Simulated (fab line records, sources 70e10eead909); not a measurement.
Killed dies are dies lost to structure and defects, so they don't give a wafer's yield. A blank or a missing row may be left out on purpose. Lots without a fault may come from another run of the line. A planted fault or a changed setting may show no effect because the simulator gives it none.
fab line records | flow nand_harc | part 2 of 2: steps 5 to 6 of 6
record lots=23 wafers=69 last_day=27
route steps=1159 shown A_CONTACT@943 A_BLC@974 A_M1@1043 THIN_TSV@1132
lots that met no fault: from a run of the same line without faults
start_h: hours from the record's first day to the start of the lot's first wafer shown | wait_h: hours since the lot's step before | " the same as in the row above | L1.1+2: a row that stands for several wafers | - no value, or no start given | * or withheld: withheld | < > ~ a bound
route shown NAME@n: a module of which the file shows steps, and the number in the route of the first | usual: mean/standard deviation of fault-free wafers | same: alike in all rows | chamber/n: place in a boat | sites: the reading at each site | _std_site: their standard deviation | _edge_site: outer sites' mean less inner sites' | radius_mm: how far each site lies from the wafer's centre | mask NAME#n: copy n | behind: the tool/chamber that last shaped the wafer | hold: why the lot was held/for how many hours/how that ended | device: the transistor (n, p or np) that didn't switch | end of line: the same wafers' tests at the end of the route | a step without rows: its recipe alone | killed: dies lost to structure and defects at the first sort, not the wafer's yield | map: a wafer's dies, x killed, . not, _ none there
set.NAME: the setting as run; set.NAME@STEP: as run at that earlier step | model.NAME: the simulator's own value behind a step, which no gauge read
steps of the route over a sample of lots; a table a step, a row a wafer
services: from which hour (start_h, from the record's first day; less than 0 if before it) a tool's chamber was out of use, for how many hours, and why
## steps
# step NHARC_A_M1_STRIP_18
# recipe power_w=1000 n2_flow_sccm=150 h2_flow_sccm=150 ar_flow_sccm=0 bias_w=0 chemistry=N2/H2
# usual chamber_pressure_mTorr=30.002/0.026 drypump_motor_current_A=5.6/0.37 h2_flow_sccm=150.1/0.43 oes_product_au=1.001/0.0068 rf_vpp_V=90.7/0.92 showerhead_plenum_p_Torr=2.06/0.095 throttle_valve_pct=14.172/0.0093
# columns lot.wafer tool chamber start_h wait_h chamber_pressure_mTorr drypump_motor_current_A h2_flow_sccm oes_product_au rf_hours_counter_h rf_vpp_V showerhead_plenum_p_Torr throttle_valve_pct
L074.1 rie_diel-01 3 433.25 0.1 30.013 5.5 150.3 1.010 3.9 90.8 2.11 14.163
L074.6 " 1 " " 30.004 5.2 150.3 1.006 - 89.3 1.90 14.188
L074.5 " 2 " " 30.011 5.7 150.3 1.010 - 89.7 2.09 14.176
L075.2 rie_diel-12 2 439.90 0.1 29.998 5.4 149.8 1.001 3.0 92.2 2.16 14.173
L075.3 " 3 " " 30.022 5.1 150.2 0.996 3.1 90.9 1.99 14.180
L075.6 " 1 " " 29.963 5.7 150.2 1.002 - 90.7 1.92 14.163
L076.4 rie_diel-01 1 440.72 0.1 29.989 5.2 150.3 0.998 6.0 89.7 1.90 14.170
L076.3 " 3 " " 29.983 5.5 149.9 1.007 4.3 89.5 2.11 14.173
L076.1 " 0 " " 30.031 6.3 150.1 0.999 5.7 90.4 2.04 14.167
L077.4 rie_diel-07 1 446.27 0.1 29.948 6.1 149.7 0.994 0.8 91.9 2.15 14.173
L077.1 " 3 " " 30.022 5.4 149.7 1.000 1.1 90.5 2.21 14.153
L077.6 " 2 " " 30.026 5.6 150.9 1.000 - 91.8 2.12 14.170
L079.4 rie_diel-12 2 466.88 0.1 29.983 5.4 150.9 0.995 4.2 92.6 2.16 14.169
L079.6 " 0 " " 29.995 5.3 150.2 1.004 - 90.1 2.07 14.171
L079.5 " 1 " " 29.998 5.7 149.6 1.004 - 90.2 1.92 14.168
L078.1 rie_diel-01 1 472.21 0.1 30.006 5.2 149.8 0.987 8.3 90.4 1.90 14.176
L078.5 " 1 " " 30.016 5.2 151.0 0.985 - 90.2 1.90 14.176
L078.4 " 2 " " 30.003 5.7 150.1 1.003 - 89.5 2.09 14.176
L083.3 rie_diel-12 1 520.35 0.1 30.036 5.7 150.6 1.004 8.0 89.5 1.92 14.174
L083.5 " 0 " " 29.990 5.3 150.3 1.008 - 90.9 2.07 14.170
L083.6 " 1 " " 30.044 5.7 150.7 1.004 - 90.3 1.92 14.178
L082.2 rie_diel-07 3 520.46 0.1 30.008 5.4 149.8 1.003 2.5 91.3 2.21 14.186
L082.4 " 2 " " 30.002 5.6 150.4 0.998 2.6 90.3 2.12 14.178
L082.6 " 3 " " 30.056 5.4 150.2 0.998 - 94.6 2.21 14.179
L084.1 rie_diel-01 3 520.61 0.1 30.045 5.5 150.6 1.007 1.0 90.6 2.10 14.165
L084.3 " 1 " " 29.965 5.2 150.2 1.000 1.6 89.2 1.90 14.189
L084.5 " 0 " " 29.984 6.3 150.4 1.004 - 89.8 2.03 14.167
L088.2 rie_diel-01 3 521.47 0.1 29.973 5.6 150.1 1.001 1.0 90.7 2.10 14.172
L088.6 " 0 " " 30.008 6.3 149.8 1.013 - 89.8 2.03 14.181
L088.5 " 1 " " 30.005 5.2 150.1 1.008 - 89.7 1.90 14.184
L085.4 rie_diel-01 2 529.43 0.1 30.007 5.7 149.9 1.011 2.2 90.2 2.09 14.170
L085.5 " 0 " " 30.031 6.3 149.4 1.001 - 90.4 2.03 14.172
L085.6 " 1 " " 29.971 5.2 149.0 0.997 - 89.0 1.90 14.171
L080.1 rie_diel-01 1 529.85 0.1 29.976 5.3 151.1 0.996 2.3 89.1 1.90 14.168
L080.2 " 2 " " 30.038 5.7 149.3 1.005 2.3 92.0 2.09 14.170
L080.4 " 3 " " 30.042 5.5 150.0 0.994 1.9 90.5 2.10 14.169
L081.3 rie_diel-12 3 551.69 0.1 29.995 5.1 150.3 1.005 10.5 90.0 1.99 14.172
L081.4 " 1 " " 30.036 5.7 151.0 0.998 9.3 89.1 1.92 14.153
L081.2 " 2 " " 30.030 5.4 149.7 0.995 10.6 90.8 2.16 14.179
L089.2 rie_diel-01 1 563.04 0.1 30.030 5.2 150.0 1.012 4.6 89.7 1.90 14.180
L089.3 " 0 " " 30.014 6.3 150.3 1.011 5.2 91.0 2.03 14.178
L089.6 " 1 " " 30.007 5.2 149.7 1.008 - 89.9 1.90 14.180
L087.6 rie_diel-12 0 566.81 0.2 30.025 5.3 149.9 1.005 - 91.2 2.07 14.169
L087.5 " 1 " " 30.027 5.7 150.4 0.996 - 89.5 1.92 14.178
L087.4 " 3 " " 30.048 5.1 149.8 1.010 - 91.3 1.99 14.168
L091.4 rie_diel-07 1 566.81 0.1 30.012 6.0 150.3 0.994 2.9 90.9 2.15 14.161
L091.1 " 2 " " 29.958 5.6 149.7 0.984 3.3 91.9 2.12 14.162
L091.3 " 0 " " 30.009 5.2 150.3 0.990 3.1 91.8 2.18 14.169
L090.1 rie_diel-12 1 567.17 0.1 30.008 5.7 149.3 0.998 0.2 90.3 1.92 14.172
L090.2 " 0 " " 29.994 5.3 150.4 1.010 0.2 90.6 2.06 14.168
L090.5 " 0 " " 29.941 5.3 150.6 1.003 - 90.8 2.06 14.177
L092.2 rie_diel-01 1 567.21 0.1 29.992 5.2 150.2 0.996 4.7 88.2 1.90 14.199
L092.5 " 3 " " 29.989 5.5 149.7 1.008 - 91.0 2.10 14.147
L092.6 " 0 " " 29.964 6.3 149.7 1.006 - 90.8 2.03 14.171
L094.1 rie_diel-07 3 574.65 0.1 29.992 5.4 150.1 0.989 3.7 91.2 2.21 14.168
L094.5 " 2 " " 30.018 5.6 150.3 0.995 - 91.0 2.12 14.191
L094.6 " 3 " " 30.029 5.4 150.0 0.996 - 90.5 2.21 14.163
L093.2 rie_diel-01 3 574.98 0.1 29.994 5.5 150.1 0.996 6.0 91.4 2.10 14.168
L093.1 " 2 " " 29.973 5.7 149.3 1.010 5.7 91.2 2.09 14.179
L093.5 " 0 " " 29.980 6.3 149.9 1.005 - 89.4 2.03 14.174
L097.4 rie_diel-07 1 577.29 0.1 30.008 6.0 150.0 0.991 3.5 90.4 2.15 14.154
L097.3 " 2 " " 29.992 5.6 149.6 0.995 3.9 91.1 2.12 14.169
L097.6 " 0 " " 30.006 5.2 149.9 0.995 - 90.7 2.18 14.186
L096.2 rie_diel-07 2 578.86 0.1 30.004 5.6 149.2 0.992 4.0 92.2 2.12 14.173
L096.5 " 0 " " 30.007 5.2 150.1 1.000 - 90.8 2.18 14.179
L096.6 " 1 " " 29.973 6.0 149.9 0.991 - 92.0 2.15 14.164
L095.1 rie_diel-12 1 586.74 0.1 30.016 5.7 150.3 0.994 1.0 89.6 1.92 14.180
L095.2 " 3 " " 29.956 5.1 149.8 0.999 1.1 89.9 1.99 14.188
L095.6 " 1 " " 29.996 5.7 150.5 1.005 - 90.9 1.92 14.154
# step NHARC_THIN_TSV_ANNEAL_52
# recipe temp_c=225 time_s=90
# usual wafer_temp_C_max=226.3/0.4
# columns lot.wafer tool chamber start_h wait_h wafer_temp_C_max
L074.1 rtp_anneal-02 0 458.20 0.7 226.6
L074.5 " 0 " " 226.7
L074.6 " 0 " " 226.5
L076.1 rtp_anneal-01 0 464.95 0.5 226.0
L076.3 " 0 " " 225.9
L076.4 " 0 " " 225.9
L075.2 rtp_anneal-02 0 465.61 0.7 226.9
L075.3 " 0 " " 226.4
L075.6 " 0 " " 226.7
L077.1 rtp_anneal-01 0 472.47 0.6 226.2
L077.4 " 0 " " 226.2
L077.6 " 0 " " 226.2
L079.4 rtp_anneal-02 0 490.63 0.5 226.5
L079.5 " 0 " " 226.4
L079.6 " 0 " " 226.4
L078.1 rtp_anneal-02 0 498.44 0.6 226.5
L078.4 " 0 " " 226.8
L078.5 " 0 " " 226.8
L083.3 rtp_anneal-01 0 546.25 0.4 226.1
L083.5 " 0 " " 226.4
L083.6 " 0 " " 226.1
L082.2 rtp_anneal-01 0 547.76 0.7 226.0
L082.4 " 0 " " 226.2
L082.6 " 0 " " 225.8
L088.2 rtp_anneal-02 0 547.90 0.7 226.6
L088.5 " 0 " " 226.6
L088.6 " 0 " " 226.3
L084.1 rtp_anneal-02 0 548.51 0.5 226.7
L084.3 " 0 " " 226.6
L084.5 " 0 " " 227.0
L080.1 rtp_anneal-02 0 553.00 0.6 226.7
L080.2 " 0 " " 226.7
L080.4 " 0 " " 227.0
L085.4 rtp_anneal-01 0 554.57 0.5 226.0
L085.5 " 0 " " 225.8
L085.6 " 0 " " 226.3
L081.2 rtp_anneal-01 0 575.22 0.6 226.0
L081.3 " 0 " " 226.1
L081.4 " 0 " " 225.8
L089.2 rtp_anneal-01 0 587.79 0.7 226.2
L089.3 " 0 " " 226.6
L089.6 " 0 " " 226.5
L087.4 rtp_anneal-02 0 589.07 0.5 226.0
L087.5 " 0 " " 226.5
L087.6 " 0 " " 226.0
L091.1 rtp_anneal-01 0 592.19 0.6 225.6
L091.3 " 0 " " 226.0
L091.4 " 0 " " 226.1
L090.1 rtp_anneal-01 0 593.46 0.6 226.0
L090.2 " 0 " " 225.9
L090.5 " 0 " " 225.6
L092.2 rtp_anneal-02 0 594.25 0.7 226.6
L092.5 " 0 " " 226.2
L092.6 " 0 " " 226.6
L097.3 rtp_anneal-02 0 599.68 0.5 226.3
L097.4 " 0 " " 226.1
L097.6 " 0 " " 227.4
L094.1 rtp_anneal-01 0 600.30 0.5 226.0
L094.5 " 0 " " 226.4
L094.6 " 0 " " 226.0
L093.1 rtp_anneal-02 0 601.44 0.6 226.9
L093.2 " 0 " " 226.7
L093.5 " 0 " " 226.2
L096.2 rtp_anneal-01 0 604.30 0.6 226.7
L096.5 " 0 " " 226.0
L096.6 " 0 " " 225.6
L095.1 rtp_anneal-01 0 610.15 0.6 225.9
L095.2 " 0 " " 225.8
L095.6 " 0 " " 226.2
## services
# columns tool chamber start_h hours kind
rie_diel-01 1 376.04 2.1 repair
rie_diel-08 2 401.72 3.4 repair
rie_diel-04 - 403.24 0.5 repair
rie_diel-06 3 409.83 5.7 repair
rie_diel-08 0 414.21 6.2 repair
rie_diel-06 - 418.28 9.0 pm
har_cap_etch-01 - 421.74 1.7 repair
rie_diel-06 2 431.36 7.3 repair
rie_diel-06 - 455.40 0.5 repair
rie_diel-01 3 467.16 6.8 repair
rie_diel-08 0 468.54 10.0 repair
rie_diel-08 - 478.86 9.0 pm
rie_diel-01 - 491.83 9.0 pm
rie_diel-01 3 505.79 4.0 repair
rie_diel-08 3 508.06 10.4 repair
rie_diel-11 1 517.78 3.9 repair
rie_diel-11 0 535.52 6.0 repair
rie_diel-11 - 546.17 9.0 pm
rie_diel-01 - 563.47 0.1 repair
rie_diel-11 1 576.56 6.7 repair
rie_diel-11 2 576.93 5.4 repair
rie_diel-06 0 588.98 1.3 repair
rie_diel-06 2 589.77 2.0 repair
rie_diel-06 - 595.28 9.0 pm
